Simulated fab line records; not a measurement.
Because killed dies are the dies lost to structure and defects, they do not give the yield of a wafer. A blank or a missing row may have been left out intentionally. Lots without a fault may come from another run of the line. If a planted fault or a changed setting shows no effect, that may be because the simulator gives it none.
fab line records | flow n5Finfet
[record] lots = 7 | wafers = 39
route steps=1938 shown ZERO_LAYER@11 STI_FIN_REVEAL@190 GATE_CUT@490 BEOL_M0_CUTY@711 BEOL_M4@1040
startH: hours from the record's opening day to when the first of the lot's shown wafers began | waitH: hours elapsed since this lot's preceding step | " as in the row above | L1.1+2: one row covering several wafers at once | - no value, or no start was given | * or withheld: withheld | < > ~ a bound
route shown NAME@n: a module of which the file shows steps, and the number in the route of the first | usual: mean/standard deviation taken from wafers without a fault | same: alike in all rows | chamber/n: place in a boat | sites: the reading at each site | _std_site: standard deviation across them | _edge_site: the outer-site mean with the inner-site mean subtracted | radiusMm: how far each site lies from the wafer's centre | mask NAME#n: copy n | behind: the last tool/chamber to shape the wafer | hold: what put the lot on hold/how long, in hours/how the hold closed | device: names the non-switching transistor (n, p or np) | end of line: tests run on the same wafers once the route is complete | a step with no rows: only its recipe | killed: not the wafer's yield, but the dies lost to structure and defects at the first sort | map: shows each die of a wafer: x if killed, . if not, _ if none is there
set.NAME: the setting as run; set.NAME@STEP: as run at that earlier step | model.NAME: the simulator's own value behind a step, which no gauge read
lots run with intentionally changed settings; tables by step, rows by wafer
[[steps]]
[step N5_ZERO_LAYER_DEVELOP_10]
[recipe] developTimeS = 60 | rinseLiquid = diw | dry = airSpin | devTempC = 21
lot.wafer        | tool          | chamber | startH | waitH | set.developTimeS
L077.1+2+3+4+5+6 | lithoTrack-05 | 0       | -      | -     | 60
L078.1+3+5       | lithoTrack-05 | 0       | -      | -     | 60
L078.2+4+6       | "             | 0       | "      | "     | 25.65
L083.1+3+4       | lithoTrack-05 | 0       | -      | -     | 60
L083.2+5+6       | "             | 0       | "      | "     | 82.83
L085.1+2+6       | lithoTrack-04 | 0       | -      | -     | 46.82
L085.3+4+5       | "             | 0       | "      | "     | 60
L087.3+5+6       | lithoTrack-05 | 0       | -      | -     | 60
L093.1+2+6       | lithoTrack-01 | 0       | -      | -     | 60
L093.3+4+5       | "             | 0       | "      | "     | 92.1
L095.1+2+6       | lithoTrack-01 | 0       | -      | -     | 60
L095.3+4+5       | "             | 0       | "      | "     | 49.97
[step N5_ZERO_LAYER_HARDBAKE_23]
[recipe] tempC = 130 | timeS = 120
[step N5_ZERO_LAYER_CD_MEAS_11]
[recipe] targetCdNm = 2000 | landingEnergyEv = 500 | detector = seInlens
[usual] cdNm = 1998.7/2.2
lot.wafer | tool     | chamber | startH | waitH | set.developTimeS@ZERO_LAYER_DEVELOP_10 | cdNm
L077.1    | cdSem-02 | 0       | 30.80  | -     | 60                                     | 1998.9
L077.2    | "        | 0       | "      | "     | 60                                     | 1995.4
L077.3    | "        | 0       | "      | "     | 60                                     | 1996.2
L077.4    | "        | 0       | "      | "     | 60                                     | 1996.9
L077.5    | "        | 0       | "      | "     | 60                                     | 1999.9
L077.6    | "        | 0       | "      | "     | 60                                     | 1996.0
L078.1    | cdSem-03 | 0       | 36.77  | -     | 60                                     | 1999.3
L078.2    | "        | 0       | "      | "     | 25.65                                  | 1979.5
L078.3    | "        | 0       | "      | "     | 60                                     | 2002.8
L078.4    | "        | 0       | "      | "     | 25.65                                  | 1978.2
L078.5    | "        | 0       | "      | "     | 60                                     | 1999.7
L078.6    | "        | 0       | "      | "     | 25.65                                  | 1981.6
L083.1    | cdSem-01 | 0       | 66.66  | -     | 60                                     | 2003.2
L083.2    | "        | 0       | "      | "     | 82.83                                  | 2003.4
L083.3    | "        | 0       | "      | "     | 60                                     | 2000.2
L083.4    | "        | 0       | "      | "     | 60                                     | 1999.0
L083.5    | "        | 0       | "      | "     | 82.83                                  | 2004.8
L083.6    | "        | 0       | "      | "     | 82.83                                  | 2003.2
L085.1    | cdSem-02 | 0       | 78.64  | -     | 46.82                                  | 1994.5
L085.2    | "        | 0       | "      | "     | 46.82                                  | 1995.7
L085.3    | "        | 0       | "      | "     | 60                                     | 1999.7
L085.4    | "        | 0       | "      | "     | 60                                     | 2000.9
L085.5    | "        | 0       | "      | "     | 60                                     | 2000.3
L085.6    | "        | 0       | "      | "     | 46.82                                  | 1992.2
L087.3    | cdSem-01 | 0       | 90.65  | -     | 60                                     | 1998.6
L087.5    | "        | 0       | "      | "     | 60                                     | 1997.4
L087.6    | "        | 0       | "      | "     | 60                                     | 1997.0
L093.1    | cdSem-01 | 0       | 126.64 | -     | 60                                     | 1999.0
L093.2    | "        | 0       | "      | "     | 60                                     | 1998.2
L093.3    | "        | 0       | "      | "     | 92.1                                   | 2005.0
L093.4    | "        | 0       | "      | "     | 92.1                                   | 2008.2
L093.5    | "        | 0       | "      | "     | 92.1                                   | 2010.3
L093.6    | "        | 0       | "      | "     | 60                                     | 1996.2
L095.1    | cdSem-03 | 0       | 138.64 | -     | 60                                     | 1997.5
L095.2    | "        | 0       | "      | "     | 60                                     | 1997.1
L095.3    | "        | 0       | "      | "     | 49.97                                  | 1991.8
L095.4    | "        | 0       | "      | "     | 49.97                                  | 1995.0
L095.5    | "        | 0       | "      | "     | 49.97                                  | 1995.9
L095.6    | "        | 0       | "      | "     | 60                                     | 1996.0
[step N5_ZERO_LAYER_DESCUM_16]
[recipe] chemistry = O2 | timeS = 7.9 | sourcePowerW = 50 | biasPowerW = 20 | pressureMtorr = 20 | rfFrequencyHz = 2.712e+07 | tempC = 40 | o2FlowSccm = 225
lot.wafer | tool       | chamber | startH | waitH | set.developTimeS@ZERO_LAYER_DEVELOP_10 | model.ZERO_LAYER.cdNm
L077.1    | rieDiel-04 | 1       | 30.84  | 0.0   | 60                                     | 1999
L077.2    | "          | 3       | "      | "     | 60                                     | 1995
L077.3+6  | "          | 0,3     | "      | "     | 60                                     | 1996
L077.4    | "          | 2       | "      | "     | 60                                     | 1997
L077.5    | "          | 0       | "      | "     | 60                                     | 2000
L078.1    | rieDiel-04 | 2       | 36.80  | 0.0   | 60                                     | 1999
L078.2    | "          | 1       | "      | "     | 25.65                                  | 1980
L078.3    | "          | 3       | "      | "     | 60                                     | 2003
L078.4    | "          | 0       | "      | "     | 25.65                                  | 1978
L078.5    | "          | 1       | "      | "     | 60                                     | 2000
L078.6    | "          | 2       | "      | "     | 25.65                                  | 1982
L083.1    | rieDiel-01 | 0       | 66.70  | 0.0   | 60                                     | 2003
L083.2    | "          | 1       | "      | "     | 82.83                                  | 2004
L083.3    | "          | 2       | "      | "     | 60                                     | 2000
L083.4    | "          | 3       | "      | "     | 60                                     | 1999
L083.5    | "          | 0       | "      | "     | 82.83                                  | 2005
L083.6    | "          | 1       | "      | "     | 82.83                                  | 2003
L085.1    | rieDiel-04 | 0       | 78.68  | 0.0   | 46.82                                  | 1995
L085.2    | "          | 1       | "      | "     | 46.82                                  | 1996
L085.3    | "          | 2       | "      | "     | 60                                     | 1999
L085.4+5  | "          | 3,2     | "      | "     | 60                                     | 2000
L085.6    | "          | 3       | "      | "     | 46.82                                  | 1992
L087.3    | rieDiel-04 | 3       | 90.86  | 0.2   | 60                                     | 1999
L087.5+6  | "          | 2,1     | "      | "     | 60                                     | 1997
L093.1    | rieDiel-04 | 1       | 126.68 | 0.0   | 60                                     | 1999
L093.2    | "          | 3       | "      | "     | 60                                     | 1998
L093.3    | "          | 2       | "      | "     | 92.1                                   | 2005
L093.4    | "          | 0       | "      | "     | 92.1                                   | 2008
L093.5    | "          | 0       | "      | "     | 92.1                                   | 2010
L093.6    | "          | 3       | "      | "     | 60                                     | 1996
L095.1+2  | rieDiel-04 | 1,2     | 138.68 | 0.0   | 60                                     | 1997
L095.3    | "          | 0       | "      | "     | 49.97                                  | 1992
L095.4    | "          | 3       | "      | "     | 49.97                                  | 1995
L095.5    | "          | 3       | "      | "     | 49.97                                  | 1996
L095.6    | "          | 0       | "      | "     | 60                                     | -
[step N5_STI_FIN_REVEAL_ETCHBACK_08]
[recipe] chemistry = C4F6/O2 | target = SiO2 | targetDepthA = 305 | timeS = 10.167 | ionEnergyEv = 250 | pressureMtorr = 30 | sourceW = 345 | biasW = 185 | Ar_flow_sccm = 300 | C4F6_flow_sccm = 10 | O2_flow_sccm = 10
lot.wafer        | tool       | chamber     | startH | waitH | set.timeS
L077.1+5+6       | rieDiel-06 | 3,3,0       | 51.90  | 0.2   | 6.22
L077.2+3+4       | "          | 0,2,1       | "      | "     | 10.167
L078.1+2+3+4+5+6 | rieDiel-03 | 0,3,1,0,1,3 | 57.90  | 0.2   | 10.167
L083.1+4+6       | rieDiel-03 | 0,2,0       | 87.57  | 0.3   | 10.167
L083.2+3+5       | "          | 3,1,3       | "      | "     | 12.26
L085.1+2+3+4+5+6 | rieDiel-03 | 2,3,0,2,3,0 | 102.12 | 0.2   | 10.167
L087.3+5+6       | rieDiel-06 | 2,0,2       | 112.51 | 0.1   | 10.167
L093.1+2+5       | rieDiel-02 | 1,0,0       | 146.65 | 0.2   | 10.167
L093.3+4+6       | "          | 2,3,1       | "      | "     | 11.9
L095.1+4+6       | rieDiel-06 | 3,0,1       | 159.26 | 0.2   | 14.59
L095.2+3+5       | "          | 1,2,0       | "      | "     | 10.167
[step N5_STI_FIN_REVEAL_STRIP_24]
[recipe] chemistry = N2/H2 | timeS = 90 | powerW = 100 | tempC = 40 | pressureMtorr = 100 | rfFrequencyHz = 6e+07 | biasPowerW = 3 | n2FlowSccm = 300 | h2FlowSccm = 300
[step N5_STI_FIN_REVEAL_PRECLEAN_25]
[recipe] chemistry = SPM | timeS = 90 | tempC = 120 | mix = 4:1
[step N5_STI_FIN_REVEAL_SRD_23]
[recipe] dry = ipaMarangoni | timeS = 30 | tempC = 23 | rinseLiquid = diw
[step N5_STI_FIN_REVEAL_FIN_H_MEAS_10]
[usual] trenchDepthNm = 52.4/0.78
lot.wafer | tool   | chamber | startH | waitH | set.timeS@STI_FIN_REVEAL_ETCHBACK_08 | trenchDepthNm
L077.1    | ocd-02 | -       | 54.86  | 0.0   | 6.22                                 | 41.1
L077.2    | "      | -       | "      | "     | 10.167                               | 51.9
L077.3    | "      | -       | "      | "     | 10.167                               | 52.0
L077.4    | "      | -       | "      | "     | 10.167                               | 51.8
L077.5    | "      | -       | "      | "     | 6.22                                 | 41.1
L077.6    | "      | -       | "      | "     | 6.22                                 | 40.1
L078.1    | ocd-02 | -       | 62.49  | 0.0   | 10.167                               | 52.1
L078.2    | "      | -       | "      | "     | 10.167                               | 53.3
L078.3    | "      | -       | "      | "     | 10.167                               | 52.2
L078.4    | "      | -       | "      | "     | 10.167                               | 51.7
L078.5    | "      | -       | "      | "     | 10.167                               | 51.4
L078.6    | "      | -       | "      | "     | 10.167                               | 53.3
L083.1    | ocd-02 | -       | 90.52  | 0.0   | 10.167                               | 51.8
L083.2    | "      | -       | "      | "     | 12.26                                | 58.8
L083.3    | "      | -       | "      | "     | 12.26                                | 58.0
L083.4    | "      | -       | "      | "     | 10.167                               | 53.1
L083.5    | "      | -       | "      | "     | 12.26                                | 59.3
L083.6    | "      | -       | "      | "     | 10.167                               | 53.2
L085.1    | ocd-02 | -       | 105.13 | 0.0   | 10.167                               | 53.1
L085.2    | "      | -       | "      | "     | 10.167                               | 53.5
L085.3    | "      | -       | "      | "     | 10.167                               | 52.5
L085.4    | "      | -       | "      | "     | 10.167                               | 52.2
L085.5    | "      | -       | "      | "     | 10.167                               | 52.9
L085.6    | "      | -       | "      | "     | 10.167                               | 51.9
L087.3    | ocd-02 | -       | 115.50 | 0.0   | 10.167                               | 52.9
L087.5    | "      | -       | "      | "     | 10.167                               | 52.3
L087.6    | "      | -       | "      | "     | 10.167                               | 53.2
L093.1    | ocd-02 | -       | 149.61 | 0.0   | 10.167                               | 51.5
L093.2    | "      | -       | "      | "     | 10.167                               | 52.2
L093.3    | "      | -       | "      | "     | 11.9                                 | 56.2
L093.4    | "      | -       | "      | "     | 11.9                                 | 56.5
L093.5    | "      | -       | "      | "     | 10.167                               | 52.3
L093.6    | "      | -       | "      | "     | 11.9                                 | 56.8
L095.1    | ocd-01 | -       | 162.21 | 0.0   | 14.59                                | 68.9
L095.2    | "      | -       | "      | "     | 10.167                               | 52.3
L095.3    | "      | -       | "      | "     | 10.167                               | 53.8
L095.4    | "      | -       | "      | "     | 14.59                                | 66.2
L095.5    | "      | -       | "      | "     | 10.167                               | 52.9
L095.6    | "      | -       | "      | "     | 14.59                                | 66.3
[step N5_GATE_CUT_DESCUM_18]
[recipe] chemistry = O2 | timeS = 7 | sourcePowerW = 50 | biasPowerW = 20 | pressureMtorr = 20 | rfFrequencyHz = 2.712e+07 | tempC = 40 | resist = CAR-EUV | o2FlowSccm = 225
lot.wafer  | tool       | chamber | startH | waitH | set.timeS | model.CAR-EUV_of_GATE_CUT_COAT_07.thkNm
L077.1     | rieDiel-05 | 0       | 103.79 | 0.0   | 7         | 26.2
L077.2+3+5 | "          | 3,2,0   | "      | "     | 8.358     | 25.4
L077.4+6   | "          | 2,3     | "      | "     | 7         | 26
L078.1+6   | rieDiel-01 | 0       | 109.24 | 0.0   | 7         | 26
L078.2     | "          | 1       | "      | "     | 7         | 25.8
L078.3+4+5 | "          | 1,0,1   | "      | "     | 2.928     | 28
L083.1+4+5 | rieDiel-01 | 0,2,1   | 136.15 | 0.2   | 3.678     | 27.8
L083.2+6   | "          | 2,0     | "      | "     | 7         | 26.2
L083.3     | "          | 1       | "      | "     | 7         | 26
L085.1+2+5 | rieDiel-04 | 2,3,0   | 150.65 | 0.0   | 7         | 26
L085.3+4+6 | "          | 1,0,1   | "      | "     | 5.074     | 27
L087.3+5   | rieDiel-01 | 3,0     | 164.14 | 0.2   | 7         | 26.2
L087.6     | "          | 3       | "      | "     | 7         | 26
L093.1+3+4 | rieDiel-04 | 3,2,1   | 196.00 | 0.0   | 9.918     | 24.6
L093.2     | "          | 0       | "      | "     | 7         | 26.2
L093.5+6   | "          | 2,1     | "      | "     | 7         | 26
L095.1+3   | rieDiel-04 | 2,0     | 211.06 | 0.0   | 7         | 26.2
L095.2+5+6 | "          | 1,1,0   | "      | "     | 9.157     | 25
L095.4     | "          | 2       | "      | "     | 7         | 26
[step N5_BEOL_M0_CUTY_DESCUM_61]
[recipe] chemistry = O2 | timeS = 7.9 | sourcePowerW = 50 | biasPowerW = 20 | pressureMtorr = 20 | rfFrequencyHz = 2.712e+07 | tempC = 40 | resist = CAR-ArF-block | o2FlowSccm = 225
lot.wafer  | tool       | chamber | startH | waitH | set.timeS | model.CAR-ArF-block_of_BEOL_M0_CUTY_COAT_51.thkNm
L077.1     | rieDiel-02 | 1       | 136.43 | 0.0   | 7.9       | 144
L077.2+6   | "          | 2,3     | "      | "     | 9.403     | 142.8
L077.3     | "          | 0       | "      | "     | 7.9       | 144.2
L077.4     | "          | 3       | "      | "     | 7.9       | 143.8
L077.5     | "          | 0       | "      | "     | 9.403     | 143.4
L078.1     | rieDiel-02 | 1       | 139.43 | 0.0   | 7.9       | 143.2
L078.2+5   | "          | 0,1     | "      | "     | 7.9       | 143.4
L078.3     | "          | 2       | "      | "     | 4.431     | 145.4
L078.4     | "          | 3       | "      | "     | 4.431     | 145.6
L078.6     | "          | 2       | "      | "     | 4.431     | 145
L083.1+3+5 | rieDiel-03 | 1,3,1   | 163.85 | 0.2   | 10.41     | 142.2
L083.2     | "          | 0       | "      | "     | 7.9       | 143.4
L083.4     | "          | 2       | "      | "     | 7.9       | 143.6
L083.6     | "          | 2       | "      | "     | 7.9       | 143.8
L085.1+3+6 | rieDiel-06 | 2,3,0   | 179.96 | 0.0   | 7.9       | 143.2
L085.2     | "          | 1       | "      | "     | 11.92     | 140.4
L085.4     | "          | 0       | "      | "     | 11.92     | 141.4
L085.5     | "          | 3       | "      | "     | 11.92     | 140.8
L087.3     | rieDiel-03 | 3       | 195.07 | 0.5   | 7.9       | 143
L087.5     | "          | 0       | "      | "     | 7.9       | 142.8
L087.6     | "          | 1       | "      | "     | 7.9       | 143.2
L093.1+6   | rieDiel-06 | 2       | 225.93 | 0.0   | 7.9       | 143.4
L093.2+3   | "          | 3,0     | "      | "     | 5.42      | 144.8
L093.4     | "          | 1       | "      | "     | 5.42      | 144.2
L093.5     | "          | 1       | "      | "     | 7.9       | 142.8
L095.1+3   | rieDiel-03 | 1,2     | 241.56 | 0.0   | 7.9       | 142.6
L095.2+6   | "          | 0,3     | "      | "     | 7.9       | 143.2
L095.4     | "          | 3       | "      | "     | 7.9       | 143.6
L095.5     | "          | 2       | "      | "     | 7.9       | 143
[step N5_BEOL_M0_CUTY_ETCH_62]
[recipe] chemistry = CF4 | target = SiARC | maskMaterial = CAR-ArF-block | timeS = 58.5 | ionEnergyEv = 80 | pressureMtorr = 40 | sourceW = 545 | biasW = 36 | Ar_flow_sccm = 100 | cf4FlowSccm = 100 | ends = cleared
lot.wafer | tool       | chamber | startH | waitH | set.timeS@BEOL_M0_CUTY_DESCUM_61 | model.CAR-ArF-block_of_BEOL_M0_CUTY_COAT_51.thkNm
L077.1+3  | rieDiel-02 | 1,0     | 136.46 | 0.0   | 7.9                              | 119
L077.2+6  | "          | 2,3     | "      | "     | 9.403                            | 117.8
L077.4    | "          | 3       | "      | "     | 7.9                              | 118.6
L077.5    | "          | 0       | "      | "     | 9.403                            | 118.4
L078.1    | rieDiel-02 | 1       | 139.46 | 0.0   | 7.9                              | 118
L078.2    | "          | 0       | "      | "     | 7.9                              | 118.4
L078.3    | "          | 2       | "      | "     | 4.431                            | 120.4
L078.4    | "          | 3       | "      | "     | 4.431                            | 120.6
L078.5    | "          | 1       | "      | "     | 7.9                              | 118.2
L078.6    | "          | 2       | "      | "     | 4.431                            | 120
L083.1    | rieDiel-03 | 1       | 163.88 | 0.0   | 10.41                            | 117
L083.2    | "          | 0       | "      | "     | 7.9                              | 118.4
L083.3+5  | "          | 3,1     | "      | "     | 10.41                            | 117.2
L083.4+6  | "          | 2       | "      | "     | 7.9                              | 118.6
L085.1    | rieDiel-06 | 2       | 179.99 | 0.0   | 7.9                              | 118.2
L085.2    | "          | 1       | "      | "     | 11.92                            | 115.2
L085.3+6  | "          | 3,0     | "      | "     | 7.9                              | 118
L085.4    | "          | 0       | "      | "     | 11.92                            | 116.2
L085.5    | "          | 3       | "      | "     | 11.92                            | 115.6
L087.3+6  | rieDiel-03 | 3,1     | 195.11 | 0.0   | 7.9                              | 118
L087.5    | "          | 0       | "      | "     | 7.9                              | 117.8
L093.1    | rieDiel-06 | 2       | 225.97 | 0.0   | 7.9                              | 118.4
L093.2    | "          | 3       | "      | "     | 5.42                             | 119.8
L093.3    | "          | 0       | "      | "     | 5.42                             | 119.6
L093.4    | "          | 1       | "      | "     | 5.42                             | 119.2
L093.5    | "          | 1       | "      | "     | 7.9                              | 117.8
L093.6    | "          | 2       | "      | "     | 7.9                              | 118.2
L095.1    | rieDiel-03 | 1       | 241.59 | 0.0   | 7.9                              | 117.4
L095.2+6  | "          | 0,3     | "      | "     | 7.9                              | 118.2
L095.3    | "          | 2       | "      | "     | 7.9                              | 117.6
L095.4    | "          | 3       | "      | "     | 7.9                              | 118.6
L095.5    | "          | 2       | "      | "     | 7.9                              | 118
[step N5_BEOL_M4_ETCH_64]
[recipe] chemistry = N2/H2 | target = SOC | targetDepthA = 750 | overetchA = 225 | maskMaterial = SiARC | tempC = 40 | timeS = 121.9 | ionEnergyEv = 200 | pressureMtorr = 30 | sourceW = 840 | biasW = 150 | n2FlowSccm = 200 | h2FlowSccm = 200
lot.wafer  | tool       | chamber | startH | waitH | set.targetDepthA | model.SiARC_of_BEOL_M4_COAT_62.thkNm
L077.1+4+5 | rieDiel-02 | 1,0,0   | 174.61 | 0.0   | 750              | 6.2
L077.2+3+6 | "          | 3,2,3   | "      | "     | 750              | 6.4
L078.1     | rieDiel-03 | 2       | 193.06 | 0.0   | 750              | 6.4
L078.2     | "          | 0       | "      | "     | 889.1            | 5.8
L078.3     | "          | 3       | "      | "     | 889.1            | 5.2
L078.4     | "          | 0       | "      | "     | 750              | 6.6
L078.5     | "          | 2       | "      | "     | 889.1            | 5.6
L078.6     | "          | 3       | "      | "     | 750              | 6
L083.1+3   | rieDiel-02 | 0       | 222.65 | 0.0   | 979.3            | 5
L083.2+4+5 | "          | 1,1,0   | "      | "     | 750              | 6.2
L083.6     | "          | 1       | "      | "     | 979.3            | 4.8
L085.1     | rieDiel-06 | 3       | 227.26 | 0.0   | 750              | 5.8
L085.2     | "          | 0       | "      | "     | 1103             | 4.2
L085.3     | "          | 2       | "      | "     | 750              | 6
L085.4+6   | "          | 1,2     | "      | "     | 1103             | 4
L085.5     | "          | 1       | "      | "     | 750              | 6.2
L087.3     | rieDiel-02 | 0       | 235.42 | 0.0   | 750              | 6.2
L087.5     | "          | 1       | "      | "     | 750              | 6
L087.6     | "          | 0       | "      | "     | 750              | 6.4
L093.1     | rieDiel-06 | 3       | 272.72 | 0.0   | 750              | 5.8
L093.2+6   | "          | 2,1     | "      | "     | 374.3            | 8.4
L093.3+5   | "          | 1,2     | "      | "     | 750              | 6.2
L093.4     | "          | 0       | "      | "     | 374.3            | 8.6
L095.1+3   | rieDiel-02 | 3,0     | 289.65 | 0.0   | 1078             | 4.4
L095.2     | "          | 2       | "      | "     | 750              | 6
L095.4+6   | "          | 1       | "      | "     | 750              | 6.2
L095.5     | "          | 2       | "      | "     | 1078             | 3.8
[step N5_BEOL_M4_STRIP_65]
[recipe] chemistry = N2/H2 | tempC = 40 | n2FlowSccm = 200 | h2FlowSccm = 200 | rfFrequencyHz = 6e+07
[step N5_BEOL_M4_STRIP_75]
[recipe] chemistry = N2/H2 | tempC = 40 | n2FlowSccm = 200 | h2FlowSccm = 200 | rfFrequencyHz = 6e+07
[step N5_BEOL_M4_STRIP_66]
[recipe] chemistry = CF4 | resist = SiARC | powerW = 300 | biasPowerW = 75 | pressureMtorr = 50 | cf4FlowSccm = 150 | rfFrequencyHz = 6e+07
[step N5_BEOL_M4_HM_OPEN_17]
[recipe] chemistry = Cl2/BCl3 | targetDepthA = 200 | overetchA = 60 | target = TiN | maskMaterial = SOC | ionEnergyEv = 150 | pressureMtorr = 10 | icpW = 1000 | biasW = 126 | Cl2_flow_sccm = 53.25 | bcl3FlowSccm = 21.75 | Ar_flow_sccm = 25
lot.wafer | tool        | chamber | startH | waitH | set.targetDepthA@BEOL_M4_ETCH_64 | model.etch.depthNm
L077.1    | rieMetal-01 | 0       | 174.78 | 0.0   | 750                              | 19.75
L077.2    | "           | 1       | "      | "     | 750                              | 19.96
L077.3    | "           | 1       | "      | "     | 750                              | 19.86
L077.4+5  | "           | 0,1     | "      | "     | 750                              | 20.18
L077.6    | "           | 0       | "      | "     | 750                              | 19.88
L078.1    | rieMetal-02 | 0       | 193.23 | 0.0   | 750                              | 19.72
L078.2    | "           | 1       | "      | "     | 889.1                            | 18.04
L078.3    | "           | 1       | "      | "     | 889.1                            | 17.74
L078.4    | "           | 0       | "      | "     | 750                              | 19.47
L078.5    | "           | 1       | "      | "     | 889.1                            | 17.73
L078.6    | "           | 0       | "      | "     | 750                              | 19.7
L083.1    | rieMetal-02 | 1       | 222.90 | 0.0   | 979.3                            | 17.19
L083.2    | "           | 0       | "      | "     | 750                              | 20.36
L083.3    | "           | 1       | "      | "     | 979.3                            | 17.51
L083.4    | "           | 0       | "      | "     | 750                              | 20.04
L083.5    | "           | 0       | "      | "     | 750                              | 20.23
L083.6    | "           | 1       | "      | "     | 979.3                            | 17.21
L085.1    | rieMetal-03 | 0       | 227.44 | 0.0   | 750                              | 20.18
L085.2    | "           | 1       | "      | "     | 1103                             | 15.95
L085.3    | "           | 1       | "      | "     | 750                              | 20.2
L085.4    | "           | 0       | "      | "     | 1103                             | 15.74
L085.5    | "           | 0       | "      | "     | 750                              | 20.1
L085.6    | "           | 1       | "      | "     | 1103                             | 16.07
L087.3    | rieMetal-03 | 0       | 235.62 | 0.1   | 750                              | 20.17
L087.5    | "           | 1       | "      | "     | 750                              | 20.07
L087.6    | "           | 0       | "      | "     | 750                              | 20.11
L093.1    | rieMetal-03 | 0       | 272.89 | 0.0   | 750                              | 20.12
L093.2    | "           | 1       | "      | "     | 374.3                            | 20.28
L093.3    | "           | 1       | "      | "     | 750                              | 20.48
L093.4    | "           | 0       | "      | "     | 374.3                            | 20.27
L093.5    | "           | 1       | "      | "     | 750                              | 20.37
L093.6    | "           | 0       | "      | "     | 374.3                            | 20.04
L095.1    | rieMetal-03 | 1       | 289.83 | 0.0   | 1078                             | 15.96
L095.2    | "           | 0       | "      | "     | 750                              | 20.15
L095.3    | "           | 1       | "      | "     | 1078                             | 15.83
L095.4    | "           | 0       | "      | "     | 750                              | 20.43
L095.5    | "           | 0       | "      | "     | 1078                             | 16.1
L095.6    | "           | 1       | "      | "     | 750                              | 19.68
[[key]]
[split] step = N5_ZERO_LAYER_DEVELOP_10 | setting = developTimeS | stated = 60 | by = wafer
[response] step = N5_ZERO_LAYER_CD_MEAS_11 | reading = cdNm | change = +0.242 | per = 1% | r = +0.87
[response] step = N5_ZERO_LAYER_DESCUM_16 | reading = model.ZERO_LAYER.cdNm | change = +0.241 | per = 1% | r = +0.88
[split] step = N5_STI_FIN_REVEAL_ETCHBACK_08 | setting = timeS | stated = 10.167 | by = wafer
[response] step = N5_STI_FIN_REVEAL_FIN_H_MEAS_10 | reading = trenchDepthNm | change = +0.304 | per = 1% | r = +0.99
[split] step = N5_GATE_CUT_DESCUM_18 | setting = timeS | stated = 7 | by = wafer
[response] step = N5_GATE_CUT_DESCUM_18 | reading = model.CAR-EUV_of_GATE_CUT_COAT_07.thkNm | change = -0.0355 | per = 1% | r = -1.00
[split] step = N5_BEOL_M0_CUTY_DESCUM_61 | setting = timeS | stated = 7.9 | by = wafer
[response] step = N5_BEOL_M0_CUTY_DESCUM_61 | reading = model.CAR-ArF-block_of_BEOL_M0_CUTY_COAT_51.thkNm | change = -0.0457 | per = 1% | r = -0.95
[response] step = N5_BEOL_M0_CUTY_ETCH_62 | reading = model.CAR-ArF-block_of_BEOL_M0_CUTY_COAT_51.thkNm | change = -0.0467 | per = 1% | r = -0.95
[split] step = N5_BEOL_M4_ETCH_64 | setting = targetDepthA | stated = 750 | by = wafer
[response] step = N5_BEOL_M4_ETCH_64 | reading = model.SiARC_of_BEOL_M4_COAT_62.thkNm | change = -0.0441 | per = 1% | r = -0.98
[response] step = N5_BEOL_M4_HM_OPEN_17 | reading = model.etch.depthNm | shape = bent | atLowest = 20.19 | atStated = 20.06 | atHighest = 15.92
